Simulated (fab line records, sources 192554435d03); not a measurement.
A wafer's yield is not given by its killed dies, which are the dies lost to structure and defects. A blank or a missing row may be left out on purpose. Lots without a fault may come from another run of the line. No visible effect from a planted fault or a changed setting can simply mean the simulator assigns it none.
fab line records / flow n5Finfet
record lots=10 wafers=30 lastDay=19
route steps=1938 shown BEOL_M4@1103 BEOL_M5@1126 PASSIVATION@1936
lots with no fault: from the same line, run without faults
startH: hours from the record's opening day to when the first of the lot's shown wafers began / waitH: hours since the lot's step before / " identical to the entry in the row above / L1.1+2: several wafers, shown together as one row / - value missing, or start not given / * or withheld: withheld / < > ~ a bound
route shown NAME@n: a module of which the file shows steps, and the number in the route of the first / usual: average and standard deviation across the fault-free wafers / same: alike in all rows / chamber/n: place in a boat / sites: readings site by site / _std_site: the standard deviation of these / _edge_site: the outer-site mean with the inner-site mean subtracted / radiusMm: how far each site lies from the wafer's centre / mask NAME#n: copy n / behind: the last tool/chamber to shape the wafer / hold: why the lot went on hold/how many hours it stayed there/how the hold came to an end / device: transistor that didn't switch, given as n, p or np / end of line: tests run on the same wafers once the route is complete / step lacking rows: just its recipe / killed: at the first sort, the dies lost to defects and structure; wafer yield is something else / map: the dies of a wafer, with x for killed, . for not killed, _ for no die there
set.NAME: setting as actually run; set.NAME@STEP: the setting as run at that earlier step / model.NAME: the simulator's own value behind a step, which no gauge read
one table for each step of the route and one row for each wafer, over a sample of lots
services: from which hour (startH, from the record's first day; less than 0 if before it) a tool's chamber was out of use, for how many hours, and why
## steps
# step N5_BEOL_M4_CMP_52
# recipe stopOn=SiOC tOverpolishS=6.8 downForcePsi=1 platenRpm=50 clearingPlatenDownForcePsi=1.5 clearingPlatenRpm=50 postCmpClean=cuAlkaline targetThkNm=40 clearingPlatenPadVelocityMS=0.99484 padVelocityMS=0.99484
# usual barrierFieldEndpointS=24.6/0.69 motorCurrentA=5.9/0.52 overpolishRunS=6.800/0.0093 slurryFilterDpKPa=13.50/0.14 timeToEndpointS=61/3.3
lot.wafer=L581.3 tool=cmp-01 chamber=2 startH=204.82 waitH=0.2 barrierFieldEndpointS=24.7 motorCurrentA=6.5 overpolishRunS=6.784 slurryFilterDpKPa=13.51 timeToEndpointS=61
lot.wafer=L581.1 tool=cmp-01 chamber=0 startH=204.82 waitH=0.2 barrierFieldEndpointS=25.7 motorCurrentA=6.4 overpolishRunS=6.808 slurryFilterDpKPa=13.60 timeToEndpointS=61
lot.wafer=L581.5 tool=cmp-01 chamber=2 startH=204.82 waitH=0.2 barrierFieldEndpointS=24.7 motorCurrentA=6.4 overpolishRunS=6.794 slurryFilterDpKPa=13.50 timeToEndpointS=62
lot.wafer=L584.2 tool=cmp-01 chamber=2 startH=216.72 waitH=0.2 barrierFieldEndpointS=23.8 motorCurrentA=6.2 overpolishRunS=6.807 slurryFilterDpKPa=13.50 timeToEndpointS=61
lot.wafer=L584.4 tool=cmp-01 chamber=1 startH=216.72 waitH=0.2 barrierFieldEndpointS=24.6 motorCurrentA=5.8 overpolishRunS=6.806 slurryFilterDpKPa=13.55 timeToEndpointS=66
lot.wafer=L584.6 tool=cmp-01 chamber=3 startH=216.72 waitH=0.2 barrierFieldEndpointS=23.8 motorCurrentA=5.2 overpolishRunS=6.810 slurryFilterDpKPa=13.73 timeToEndpointS=60
lot.wafer=L585.1 tool=cmp-03 chamber=2 startH=228.63 waitH=0.3 barrierFieldEndpointS=25.0 motorCurrentA=6.0 overpolishRunS=6.805 slurryFilterDpKPa=13.57 timeToEndpointS=63
lot.wafer=L585.4 tool=cmp-03 chamber=3 startH=228.63 waitH=0.3 barrierFieldEndpointS=25.6 motorCurrentA=5.6 overpolishRunS=6.796 slurryFilterDpKPa=13.48 timeToEndpointS=63
lot.wafer=L585.6 tool=cmp-03 chamber=1 startH=228.63 waitH=0.3 barrierFieldEndpointS=25.3 motorCurrentA=5.4 overpolishRunS=6.812 slurryFilterDpKPa=13.56 timeToEndpointS=60
lot.wafer=L588.2 tool=cmp-03 chamber=1 startH=242.45 waitH=0.2 barrierFieldEndpointS=25.3 motorCurrentA=5.1 overpolishRunS=6.815 slurryFilterDpKPa=13.52 timeToEndpointS=63
lot.wafer=L588.4 tool=cmp-03 chamber=2 startH=242.45 waitH=0.2 barrierFieldEndpointS=24.4 motorCurrentA=6.2 overpolishRunS=6.806 slurryFilterDpKPa=13.55 timeToEndpointS=56
lot.wafer=L588.6 tool=cmp-03 chamber=0 startH=242.45 waitH=0.2 barrierFieldEndpointS=25.2 motorCurrentA=5.1 overpolishRunS=6.801 slurryFilterDpKPa=13.31 timeToEndpointS=59
lot.wafer=L589.1 tool=cmp-04 chamber=1 startH=244.29 waitH=0.3 barrierFieldEndpointS=23.8 motorCurrentA=6.5 overpolishRunS=6.784 slurryFilterDpKPa=13.35 timeToEndpointS=61
lot.wafer=L589.4 tool=cmp-04 chamber=2 startH=244.29 waitH=0.3 barrierFieldEndpointS=24.3 motorCurrentA=5.9 overpolishRunS=6.804 slurryFilterDpKPa=13.41 timeToEndpointS=65
lot.wafer=L589.6 tool=cmp-04 chamber=1 startH=244.29 waitH=0.3 barrierFieldEndpointS=24.0 motorCurrentA=6.9 overpolishRunS=6.797 slurryFilterDpKPa=13.52 timeToEndpointS=59
lot.wafer=L596.2 tool=cmp-04 chamber=2 startH=276.30 waitH=0.2 barrierFieldEndpointS=25.4 motorCurrentA=5.9 overpolishRunS=6.807 slurryFilterDpKPa=13.67 timeToEndpointS=64
lot.wafer=L596.4 tool=cmp-04 chamber=3 startH=276.30 waitH=0.2 barrierFieldEndpointS=25.8 motorCurrentA=5.7 overpolishRunS=6.785 slurryFilterDpKPa=13.64 timeToEndpointS=64
lot.wafer=L596.1 tool=cmp-04 chamber=1 startH=276.30 waitH=0.2 barrierFieldEndpointS=24.8 motorCurrentA=7.1 overpolishRunS=6.781 slurryFilterDpKPa=13.59 timeToEndpointS=56
lot.wafer=L595.2 tool=cmp-01 chamber=2 startH=291.18 waitH=0.4 barrierFieldEndpointS=24.4 motorCurrentA=6.5 overpolishRunS=6.788 slurryFilterDpKPa=13.53 timeToEndpointS=57
lot.wafer=L595.1 tool=cmp-01 chamber=3 startH=291.18 waitH=0.4 barrierFieldEndpointS=24.5 motorCurrentA=5.7 overpolishRunS=6.804 slurryFilterDpKPa=13.76 timeToEndpointS=63
lot.wafer=L595.5 tool=cmp-01 chamber=2 startH=291.18 waitH=0.4 barrierFieldEndpointS=23.5 motorCurrentA=6.4 overpolishRunS=6.817 slurryFilterDpKPa=13.41 timeToEndpointS=57
lot.wafer=L598.4 tool=cmp-04 chamber=0 startH=307.00 waitH=0.1 barrierFieldEndpointS=25.0 motorCurrentA=6.1 overpolishRunS=6.796 slurryFilterDpKPa=13.30 timeToEndpointS=60
lot.wafer=L598.1 tool=cmp-04 chamber=1 startH=307.00 waitH=0.1 barrierFieldEndpointS=24.0 motorCurrentA=6.8 overpolishRunS=6.800 slurryFilterDpKPa=13.42 timeToEndpointS=55
lot.wafer=L598.2 tool=cmp-04 chamber=3 startH=307.00 waitH=0.1 barrierFieldEndpointS=25.3 motorCurrentA=5.7 overpolishRunS=6.790 slurryFilterDpKPa=13.41 timeToEndpointS=66
lot.wafer=L602.1 tool=cmp-03 chamber=1 startH=321.06 waitH=0.3 barrierFieldEndpointS=23.6 motorCurrentA=5.2 overpolishRunS=6.801 slurryFilterDpKPa=13.18 timeToEndpointS=59
lot.wafer=L602.3 tool=cmp-03 chamber=2 startH=321.06 waitH=0.3 barrierFieldEndpointS=23.8 motorCurrentA=6.2 overpolishRunS=6.800 slurryFilterDpKPa=13.19 timeToEndpointS=62
lot.wafer=L602.4 tool=cmp-03 chamber=3 startH=321.06 waitH=0.3 barrierFieldEndpointS=24.2 motorCurrentA=5.7 overpolishRunS=6.797 slurryFilterDpKPa=13.76 timeToEndpointS=66
lot.wafer=L604.1 tool=cmp-01 chamber=0 startH=342.25 waitH=0.3 barrierFieldEndpointS=24.4 motorCurrentA=5.9 overpolishRunS=6.811 slurryFilterDpKPa=13.42 timeToEndpointS=61
lot.wafer=L604.3 tool=cmp-01 chamber=2 startH=342.25 waitH=0.3 barrierFieldEndpointS=24.6 motorCurrentA=6.8 overpolishRunS=6.805 slurryFilterDpKPa=13.60 timeToEndpointS=59
lot.wafer=L604.6 tool=cmp-01 chamber=3 startH=342.25 waitH=0.3 barrierFieldEndpointS=24.9 motorCurrentA=5.3 overpolishRunS=6.780 slurryFilterDpKPa=13.50 timeToEndpointS=60
# step N5_BEOL_M4_PRE_CLEAN_60
# recipe gas=NH3/H2 timeS=15 tempC=* rfPowerW=300
# usual heaterPowerW=91/21
lot.wafer=L581.1 tool=cvdCo-02 chamber=1 startH=205.11 waitH=0.0 heaterPowerW=82
lot.wafer=L581.3 tool=cvdCo-02 chamber=0 startH=205.11 waitH=0.0 heaterPowerW=105
lot.wafer=L581.5 tool=cvdCo-02 chamber=0 startH=205.11 waitH=0.0 heaterPowerW=104
lot.wafer=L584.2 tool=cvdCo-01 chamber=1 startH=217.06 waitH=0.0 heaterPowerW=124
lot.wafer=L584.4 tool=cvdCo-01 chamber=1 startH=217.06 waitH=0.0 heaterPowerW=125
lot.wafer=L584.6 tool=cvdCo-01 chamber=0 startH=217.06 waitH=0.0 heaterPowerW=94
lot.wafer=L585.1 tool=cvdCo-02 chamber=0 startH=228.89 waitH=0.0 heaterPowerW=107
lot.wafer=L585.4 tool=cvdCo-02 chamber=2 startH=228.89 waitH=0.0 heaterPowerW=80
lot.wafer=L585.6 tool=cvdCo-02 chamber=1 startH=228.89 waitH=0.0 heaterPowerW=79
lot.wafer=L588.2 tool=cvdCo-01 chamber=1 startH=242.75 waitH=0.0 heaterPowerW=123
lot.wafer=L588.4 tool=cvdCo-01 chamber=0 startH=242.75 waitH=0.0 heaterPowerW=95
lot.wafer=L588.6 tool=cvdCo-01 chamber=1 startH=242.75 waitH=0.0 heaterPowerW=124
lot.wafer=L589.1 tool=cvdCo-01 chamber=2 startH=244.59 waitH=0.0 heaterPowerW=61
lot.wafer=L589.4 tool=cvdCo-01 chamber=1 startH=244.59 waitH=0.0 heaterPowerW=125
lot.wafer=L589.6 tool=cvdCo-01 chamber=0 startH=244.59 waitH=0.0 heaterPowerW=94
lot.wafer=L596.1 tool=cvdCo-02 chamber=1 startH=276.63 waitH=0.0 heaterPowerW=84
lot.wafer=L596.2 tool=cvdCo-02 chamber=2 startH=276.63 waitH=0.0 heaterPowerW=80
lot.wafer=L596.4 tool=cvdCo-02 chamber=2 startH=276.63 waitH=0.0 heaterPowerW=79
lot.wafer=L595.1 tool=cvdCo-01 chamber=2 startH=291.52 waitH=0.1 heaterPowerW=60
lot.wafer=L595.2 tool=cvdCo-01 chamber=1 startH=291.52 waitH=0.1 heaterPowerW=123
lot.wafer=L595.5 tool=cvdCo-01 chamber=0 startH=291.52 waitH=0.1 heaterPowerW=97
lot.wafer=L598.1 tool=cvdCo-02 chamber=1 startH=307.33 waitH=0.0 heaterPowerW=83
lot.wafer=L598.2 tool=cvdCo-02 chamber=2 startH=307.33 waitH=0.0 heaterPowerW=81
lot.wafer=L598.4 tool=cvdCo-02 chamber=1 startH=307.33 waitH=0.0 heaterPowerW=83
lot.wafer=L602.1 tool=cvdCo-02 chamber=2 startH=321.36 waitH=0.0 heaterPowerW=80
lot.wafer=L602.3 tool=cvdCo-02 chamber=1 startH=321.36 waitH=0.0 heaterPowerW=83
lot.wafer=L602.4 tool=cvdCo-02 chamber=2 startH=321.36 waitH=0.0 heaterPowerW=79
lot.wafer=L604.1 tool=cvdCo-02 chamber=2 startH=342.55 waitH=0.0 heaterPowerW=80
lot.wafer=L604.3 tool=cvdCo-02 chamber=2 startH=342.55 waitH=0.0 heaterPowerW=80
lot.wafer=L604.6 tool=cvdCo-02 chamber=2 startH=342.55 waitH=0.0 heaterPowerW=81
# step N5_BEOL_M5_CD_MEAS_11
# recipe targetCdNm=27.74 landingEnergyEv=500 detector=seInlens
# usual cdNm=27.97/0.23
lot.wafer=L581.1 tool=cdSem-02 chamber=0 startH=209.12 waitH=- cdNm=28.03
lot.wafer=L581.3 tool=cdSem-02 chamber=0 startH=209.12 waitH=- cdNm=27.90
lot.wafer=L581.5 tool=cdSem-02 chamber=0 startH=209.12 waitH=- cdNm=27.86
lot.wafer=L584.2 tool=cdSem-01 chamber=0 startH=223.41 waitH=- cdNm=27.62
lot.wafer=L584.4 tool=cdSem-01 chamber=0 startH=223.41 waitH=- cdNm=27.73
lot.wafer=L584.6 tool=cdSem-01 chamber=0 startH=223.41 waitH=- cdNm=27.90
lot.wafer=L585.1 tool=cdSem-01 chamber=0 startH=232.41 waitH=- cdNm=27.54
lot.wafer=L585.4 tool=cdSem-01 chamber=0 startH=232.41 waitH=- cdNm=28.38
lot.wafer=L585.6 tool=cdSem-01 chamber=0 startH=232.41 waitH=- cdNm=27.55
lot.wafer=L588.2 tool=cdSem-03 chamber=0 startH=245.44 waitH=- cdNm=27.68
lot.wafer=L588.4 tool=cdSem-03 chamber=0 startH=245.44 waitH=- cdNm=27.71
lot.wafer=L588.6 tool=cdSem-03 chamber=0 startH=245.44 waitH=- cdNm=28.19
lot.wafer=L589.1 tool=cdSem-03 chamber=0 startH=247.88 waitH=- cdNm=28.34
lot.wafer=L589.4 tool=cdSem-03 chamber=0 startH=247.88 waitH=- cdNm=27.68
lot.wafer=L589.6 tool=cdSem-03 chamber=0 startH=247.88 waitH=- cdNm=28.39
lot.wafer=L596.1 tool=cdSem-01 chamber=0 startH=279.70 waitH=- cdNm=28.02
lot.wafer=L596.2 tool=cdSem-01 chamber=0 startH=279.70 waitH=- cdNm=28.34
lot.wafer=L596.4 tool=cdSem-01 chamber=0 startH=279.70 waitH=- cdNm=28.01
lot.wafer=L595.1 tool=cdSem-02 chamber=0 startH=294.94 waitH=- cdNm=27.86
lot.wafer=L595.2 tool=cdSem-02 chamber=0 startH=294.94 waitH=- cdNm=27.84
lot.wafer=L595.5 tool=cdSem-02 chamber=0 startH=294.94 waitH=- cdNm=28.15
lot.wafer=L598.1 tool=cdSem-02 chamber=0 startH=311.23 waitH=- cdNm=28.05
lot.wafer=L598.2 tool=cdSem-02 chamber=0 startH=311.23 waitH=- cdNm=27.58
lot.wafer=L598.4 tool=cdSem-02 chamber=0 startH=311.23 waitH=- cdNm=27.99
lot.wafer=L602.1 tool=cdSem-02 chamber=0 startH=324.94 waitH=- cdNm=27.84
lot.wafer=L602.3 tool=cdSem-02 chamber=0 startH=324.94 waitH=- cdNm=27.99
lot.wafer=L602.4 tool=cdSem-02 chamber=0 startH=324.94 waitH=- cdNm=28.05
lot.wafer=L604.1 tool=cdSem-01 chamber=0 startH=347.17 waitH=- cdNm=28.03
lot.wafer=L604.3 tool=cdSem-01 chamber=0 startH=347.17 waitH=- cdNm=27.72
lot.wafer=L604.6 tool=cdSem-01 chamber=0 startH=347.17 waitH=- cdNm=28.03
# step N5_BEOL_M5_ETCH_72
# recipe chemistry=N2/H2 target=underlayer targetDepthA=65 maskMaterial=CAR-EUV timeS=5.2 ionEnergyEv=200 pressureMtorr=30 sourceW=840 biasW=150 n2FlowSccm=200 h2FlowSccm=200 ends=cleared
# usual biasW=150.0/0.45 drypumpMotorCurrentA=5.9/0.58 etchRfOnTimeS=5.23/0.16 h2FlowSccm=200.1/0.66 oesProductAu=0.66/0.061 rfVppV=523.3/2.5 showerheadPlenumPTorr=2.52/0.081 throttleValvePct=17.93/0.22
lot.wafer=L581.1 tool=rieDiel-02 chamber=2 startH=209.58 waitH=0.0 biasW=149.3 drypumpMotorCurrentA=6.5 etchRfOnTimeS=5.47 h2FlowSccm=199.8 oesProductAu=0.66 rfHoursCounterH=82 rfVppV=520.8 showerheadPlenumPTorr=2.47 throttleValvePct=17.70
lot.wafer=L581.3 tool=rieDiel-02 chamber=0 startH=209.58 waitH=0.0 biasW=150.3 drypumpMotorCurrentA=5.4 etchRfOnTimeS=5.22 h2FlowSccm=201.7 oesProductAu=0.73 rfHoursCounterH=62 rfVppV=522.9 showerheadPlenumPTorr=2.58 throttleValvePct=17.72
lot.wafer=L581.5 tool=rieDiel-02 chamber=2 startH=209.58 waitH=0.0 biasW=149.6 drypumpMotorCurrentA=6.5 etchRfOnTimeS=5.38 h2FlowSccm=200.1 oesProductAu=0.69 rfHoursCounterH=- rfVppV=522.3 showerheadPlenumPTorr=2.47 throttleValvePct=17.71
lot.wafer=L584.2 tool=rieDiel-06 chamber=1 startH=223.56 waitH=0.0 biasW=150.2 drypumpMotorCurrentA=6.1 etchRfOnTimeS=5.29 h2FlowSccm=199.2 oesProductAu=0.60 rfHoursCounterH=207 rfVppV=525.5 showerheadPlenumPTorr=2.63 throttleValvePct=18.26
lot.wafer=L584.4 tool=rieDiel-06 chamber=3 startH=223.56 waitH=0.0 biasW=149.3 drypumpMotorCurrentA=4.9 etchRfOnTimeS=5.41 h2FlowSccm=199.2 oesProductAu=0.62 rfHoursCounterH=166 rfVppV=522.7 showerheadPlenumPTorr=2.54 throttleValvePct=17.96
lot.wafer=L584.6 tool=rieDiel-06 chamber=3 startH=223.56 waitH=0.0 biasW=149.8 drypumpMotorCurrentA=4.9 etchRfOnTimeS=5.48 h2FlowSccm=200.0 oesProductAu=0.62 rfHoursCounterH=- rfVppV=523.7 showerheadPlenumPTorr=2.54 throttleValvePct=17.95
lot.wafer=L585.1 tool=rieDiel-04 chamber=3 startH=232.57 waitH=0.0 biasW=149.9 drypumpMotorCurrentA=5.6 etchRfOnTimeS=5.20 h2FlowSccm=199.9 oesProductAu=0.65 rfHoursCounterH=140 rfVppV=520.8 showerheadPlenumPTorr=2.43 throttleValvePct=17.95
lot.wafer=L585.4 tool=rieDiel-04 chamber=3 startH=232.57 waitH=0.0 biasW=149.2 drypumpMotorCurrentA=5.6 etchRfOnTimeS=5.15 h2FlowSccm=198.8 oesProductAu=0.66 rfHoursCounterH=- rfVppV=520.5 showerheadPlenumPTorr=2.43 throttleValvePct=17.99
lot.wafer=L585.6 tool=rieDiel-04 chamber=2 startH=232.57 waitH=0.0 biasW=149.8 drypumpMotorCurrentA=5.2 etchRfOnTimeS=5.47 h2FlowSccm=201.4 oesProductAu=0.58 rfHoursCounterH=- rfVppV=520.2 showerheadPlenumPTorr=2.40 throttleValvePct=17.73
lot.wafer=L588.2 tool=rieDiel-06 chamber=0 startH=245.60 waitH=0.0 biasW=149.6 drypumpMotorCurrentA=6.5 etchRfOnTimeS=5.02 h2FlowSccm=200.4 oesProductAu=0.77 rfHoursCounterH=32 rfVppV=525.1 showerheadPlenumPTorr=2.59 throttleValvePct=17.76
lot.wafer=L588.4 tool=rieDiel-06 chamber=1 startH=245.60 waitH=0.0 biasW=150.4 drypumpMotorCurrentA=6.0 etchRfOnTimeS=5.31 h2FlowSccm=200.2 oesProductAu=0.59 rfHoursCounterH=213 rfVppV=527.3 showerheadPlenumPTorr=2.63 throttleValvePct=18.27
lot.wafer=L588.6 tool=rieDiel-06 chamber=2 startH=245.60 waitH=0.0 biasW=150.6 drypumpMotorCurrentA=5.7 etchRfOnTimeS=5.09 h2FlowSccm=200.0 oesProductAu=0.65 rfHoursCounterH=- rfVppV=520.6 showerheadPlenumPTorr=2.44 throttleValvePct=18.01
lot.wafer=L589.1 tool=rieDiel-02 chamber=2 startH=248.03 waitH=0.0 biasW=150.5 drypumpMotorCurrentA=6.5 etchRfOnTimeS=5.54 h2FlowSccm=199.8 oesProductAu=0.66 rfHoursCounterH=93 rfVppV=519.5 showerheadPlenumPTorr=2.46 throttleValvePct=17.74
lot.wafer=L589.4 tool=rieDiel-02 chamber=0 startH=248.03 waitH=0.0 biasW=150.4 drypumpMotorCurrentA=5.4 etchRfOnTimeS=5.28 h2FlowSccm=200.6 oesProductAu=0.72 rfHoursCounterH=72 rfVppV=524.6 showerheadPlenumPTorr=2.58 throttleValvePct=17.75
lot.wafer=L589.6 tool=rieDiel-02 chamber=1 startH=248.03 waitH=0.0 biasW=150.2 drypumpMotorCurrentA=6.4 etchRfOnTimeS=5.09 h2FlowSccm=200.2 oesProductAu=0.63 rfHoursCounterH=- rfVppV=526.4 showerheadPlenumPTorr=2.65 throttleValvePct=17.69
lot.wafer=L596.1 tool=rieDiel-04 chamber=2 startH=279.86 waitH=0.0 biasW=150.5 drypumpMotorCurrentA=5.2 etchRfOnTimeS=5.48 h2FlowSccm=200.5 oesProductAu=0.58 rfHoursCounterH=226 rfVppV=519.8 showerheadPlenumPTorr=2.40 throttleValvePct=17.75
lot.wafer=L596.2 tool=rieDiel-04 chamber=0 startH=279.86 waitH=0.0 biasW=150.1 drypumpMotorCurrentA=6.0 etchRfOnTimeS=5.14 h2FlowSccm=199.7 oesProductAu=0.76 rfHoursCounterH=61 rfVppV=522.9 showerheadPlenumPTorr=2.47 throttleValvePct=17.73
lot.wafer=L596.4 tool=rieDiel-04 chamber=3 startH=279.86 waitH=0.0 biasW=149.5 drypumpMotorCurrentA=5.6 etchRfOnTimeS=5.15 h2FlowSccm=199.6 oesProductAu=0.65 rfHoursCounterH=154 rfVppV=521.7 showerheadPlenumPTorr=2.43 throttleValvePct=18.00
lot.wafer=L595.1 tool=rieDiel-06 chamber=3 startH=295.13 waitH=0.0 biasW=149.6 drypumpMotorCurrentA=4.9 etchRfOnTimeS=5.40 h2FlowSccm=199.1 oesProductAu=0.60 rfHoursCounterH=187 rfVppV=522.9 showerheadPlenumPTorr=2.53 throttleValvePct=18.00
lot.wafer=L595.2 tool=rieDiel-06 chamber=1 startH=295.13 waitH=0.0 biasW=149.3 drypumpMotorCurrentA=6.0 etchRfOnTimeS=5.34 h2FlowSccm=199.5 oesProductAu=0.59 rfHoursCounterH=227 rfVppV=526.5 showerheadPlenumPTorr=2.63 throttleValvePct=18.29
lot.wafer=L595.5 tool=rieDiel-06 chamber=2 startH=295.13 waitH=0.0 biasW=122.5 drypumpMotorCurrentA=5.7 etchRfOnTimeS=5.65 h2FlowSccm=199.7 oesProductAu=0.60 rfHoursCounterH=- rfVppV=457.1 showerheadPlenumPTorr=2.43 throttleValvePct=18.04
lot.wafer=L598.1 tool=rieDiel-02 chamber=2 startH=311.39 waitH=0.0 biasW=150.1 drypumpMotorCurrentA=6.5 etchRfOnTimeS=5.57 h2FlowSccm=200.3 oesProductAu=0.64 rfHoursCounterH=111 rfVppV=520.9 showerheadPlenumPTorr=2.46 throttleValvePct=17.75
lot.wafer=L598.2 tool=rieDiel-02 chamber=3 startH=311.39 waitH=0.0 biasW=150.0 drypumpMotorCurrentA=6.8 etchRfOnTimeS=5.12 h2FlowSccm=199.8 oesProductAu=0.67 rfHoursCounterH=131 rfVppV=520.3 showerheadPlenumPTorr=2.46 throttleValvePct=18.44
lot.wafer=L598.4 tool=rieDiel-02 chamber=0 startH=311.39 waitH=0.0 biasW=149.8 drypumpMotorCurrentA=5.4 etchRfOnTimeS=5.28 h2FlowSccm=200.9 oesProductAu=0.70 rfHoursCounterH=91 rfVppV=522.1 showerheadPlenumPTorr=2.57 throttleValvePct=17.79
lot.wafer=L602.1 tool=rieDiel-04 chamber=3 startH=325.31 waitH=0.0 biasW=149.9 drypumpMotorCurrentA=5.6 etchRfOnTimeS=5.13 h2FlowSccm=200.7 oesProductAu=0.65 rfHoursCounterH=165 rfVppV=518.8 showerheadPlenumPTorr=2.42 throttleValvePct=18.01
lot.wafer=L602.3 tool=rieDiel-04 chamber=2 startH=325.31 waitH=0.0 biasW=149.3 drypumpMotorCurrentA=5.2 etchRfOnTimeS=5.41 h2FlowSccm=200.5 oesProductAu=0.57 rfHoursCounterH=241 rfVppV=521.2 showerheadPlenumPTorr=2.39 throttleValvePct=17.79
lot.wafer=L602.4 tool=rieDiel-04 chamber=1 startH=325.31 waitH=0.0 biasW=149.9 drypumpMotorCurrentA=5.1 etchRfOnTimeS=5.01 h2FlowSccm=199.4 oesProductAu=0.71 rfHoursCounterH=82 rfVppV=523.1 showerheadPlenumPTorr=2.56 throttleValvePct=17.93
lot.wafer=L604.1 tool=rieDiel-02 chamber=0 startH=347.33 waitH=0.0 biasW=149.6 drypumpMotorCurrentA=5.4 etchRfOnTimeS=5.29 h2FlowSccm=199.0 oesProductAu=0.68 rfHoursCounterH=105 rfVppV=524.9 showerheadPlenumPTorr=2.57 throttleValvePct=17.84
lot.wafer=L604.3 tool=rieDiel-02 chamber=1 startH=347.33 waitH=0.0 biasW=149.5 drypumpMotorCurrentA=6.4 etchRfOnTimeS=5.07 h2FlowSccm=200.4 oesProductAu=0.61 rfHoursCounterH=211 rfVppV=526.4 showerheadPlenumPTorr=2.64 throttleValvePct=17.75
lot.wafer=L604.6 tool=rieDiel-02 chamber=1 startH=347.33 waitH=0.0 biasW=149.2 drypumpMotorCurrentA=6.4 etchRfOnTimeS=5.14 h2FlowSccm=199.3 oesProductAu=0.61 rfHoursCounterH=- rfVppV=526.9 showerheadPlenumPTorr=2.64 throttleValvePct=17.74
# step N5_PASSIVATION_PROBE_49
# usual defectLimitedYield=91.0/1.4 killed_at_M0_to_M3=33/11 killed_at_M4_up=14/5 killedAtContacts=11/7.3 killedAtFrontEnd=43/12 killedAtOther=4/3.1 killedDies=106/17 killedOnRim=14/3.8 killedOpen=69/13 killedShort=34/8.7 sort_bin_5_function=5.2/0.96 sort_bin_6_memory=3.3/0.66 sortNPass=1074/17 sortYieldPct=91.0/1.4
# same grossDies=1180 killedAtBackSide=0 sort_bin_4_leakage[%]=0 sort_bin_8_speed[%]=0
lot.wafer=L598.1 tool=prober-02 chamber=- startH=425.35 waitH=0.0 defectLimitedYield[%]=89.3 killed_at_M0_to_M3=27 killed_at_M4_up=18 killedAtContacts=19 killedAtFrontEnd=61 killedAtOther=1 killedDies=126 killedOnRim=13 killedOpen=87 killedShort=38 sort_bin_5_function[%]=5.9 sort_bin_6_memory[%]=4.2 sortNPass=1054 sortYieldPct[%]=89.3
lot.wafer=L598.2 tool=prober-02 chamber=- startH=425.40 waitH=0.1 defectLimitedYield[%]=89.5 killed_at_M0_to_M3=52 killed_at_M4_up=16 killedAtContacts=9 killedAtFrontEnd=43 killedAtOther=4 killedDies=124 killedOnRim=25 killedOpen=77 killedShort=46 sort_bin_5_function[%]=6.3 sort_bin_6_memory[%]=3.8 sortNPass=1056 sortYieldPct[%]=89.5
lot.wafer=L598.4 tool=prober-02 chamber=- startH=425.50 waitH=0.2 defectLimitedYield[%]=91.7 killed_at_M0_to_M3=21 killed_at_M4_up=19 killedAtContacts=15 killedAtFrontEnd=36 killedAtOther=7 killedDies=98 killedOnRim=13 killedOpen=67 killedShort=29 sort_bin_5_function[%]=4.7 sort_bin_6_memory[%]=3.1 sortNPass=1082 sortYieldPct[%]=91.7
# killed by level:class
L598.1 MOL_CONTACT_COAG:geometricParticle:open=19 FIN_SAQP:geometricParticle:open=17 FIN_SAQP:geometricParticle:short=14 BEOL_M5:geometricParticle:open=7 DUMMY_GATE:geometricParticle:open=6 BEOL_M3:geometricParticle:short=5 STI_FIN_REVEAL:geometricParticle:open=5 GATE_CUT:geometricParticle:open=5
L598.2 BEOL_M1:geometricParticle:open=15 STI_FIN_REVEAL:geometricParticle:open=13 BEOL_M0_SAQP:geometricParticle:short=12 BEOL_M3:geometricParticle:open=12 GATE_CUT:geometricParticle:short=10 MOL_CONTACT_COAG:geometricParticle:open=8 BEOL_M5:geometricParticle:open=8 FIN_SAQP:geometricParticle:short=6
L598.4 MOL_CONTACT_COAG:geometricParticle:open=12 STI_FIN_REVEAL:geometricParticle:open=10 BEOL_M3:geometricParticle:open=6 BEOL_M4:geometricParticle:open=6 BEOL_M0_SAQP:geometricParticle:short=5 MIM_TOP:geometricParticle:open=5 FIN_SAQP:geometricParticle:short=4 FIN_SAQP:geometricParticle:open=4
## services
tool=cmp-01 chamber=- startH=184.37 hours=8.5 kind=repair
tool=cmp-04 chamber=- startH=184.95 hours=0.2 kind=repair
tool=rieDiel-02 chamber=2 startH=188.45 hours=8.4 kind=repair
tool=rieDiel-06 chamber=1 startH=198.28 hours=9.6 kind=repair
tool=cvdCo-02 chamber=1 startH=205.50 hours=7.8 kind=repair
tool=cmp-03 chamber=- startH=211.86 hours=0.5 kind=repair
tool=rieDiel-04 chamber=- startH=216.50 hours=0.6 kind=repair
tool=cmp-04 chamber=- startH=218.33 hours=4.0 kind=pm
tool=rieDiel-02 chamber=1 startH=227.08 hours=8.1 kind=repair
tool=cmp-04 chamber=- startH=231.61 hours=7.9 kind=repair
tool=rieDiel-04 chamber=1 startH=232.09 hours=5.6 kind=repair
tool=cvdCo-02 chamber=- startH=272.54 hours=2.8 kind=pm
tool=cmp-04 chamber=- startH=273.48 hours=0.8 kind=repair
tool=rieDiel-06 chamber=3 startH=296.14 hours=2.1 kind=repair
tool=cmp-03 chamber=- startH=303.28 hours=0.5 kind=repair
tool=cmp-04 chamber=- startH=323.84 hours=1.4 kind=repair
tool=cmp-01 chamber=- startH=327.24 hours=4.1 kind=pm
tool=cmp-01 chamber=- startH=331.60 hours=2.1 kind=repair
tool=cvdCo-02 chamber=1 startH=333.33 hours=- kind=clean
tool=cvdCo-02 chamber=1 startH=333.33 hours=22.0 kind=scheduledDown
tool=rieDiel-02 chamber=2 startH=333.65 hours=4.7 kind=repair
tool=cmp-03 chamber=- startH=335.78 hours=5.1 kind=pm
tool=cmp-01 chamber=- startH=342.81 hours=4.0 kind=pm
tool=cmp-01 chamber=- startH=346.81 hours=7.1 kind=pm
## key
firstSign step=N5_BEOL_M5_ETCH_72 reading=biasW direction=down sigmas=61 usual=* struck=*
effect step=N5_BEOL_M5_ETCH_72 reading=rfVppV direction=down sigmas=27 usual=523.3 struck=457.1
metAt N5_BEOL_M5_ETCH_72
struckLots L595
struckWafers L595.5
notActingAt N5_BEOL_M4_CMP_52,N5_BEOL_M4_PRE_CLEAN_60,N5_BEOL_M5_CD_MEAS_11
onsetBetween 245.60 295.13
fault kind=processParameterDrift tool=rieDiel-06 chamber=2 onsetH=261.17 steps=N5_BEOL_M5_ETCH_72 channel=biasW offset=* shape=step endH=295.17 actsIn=* stated=*
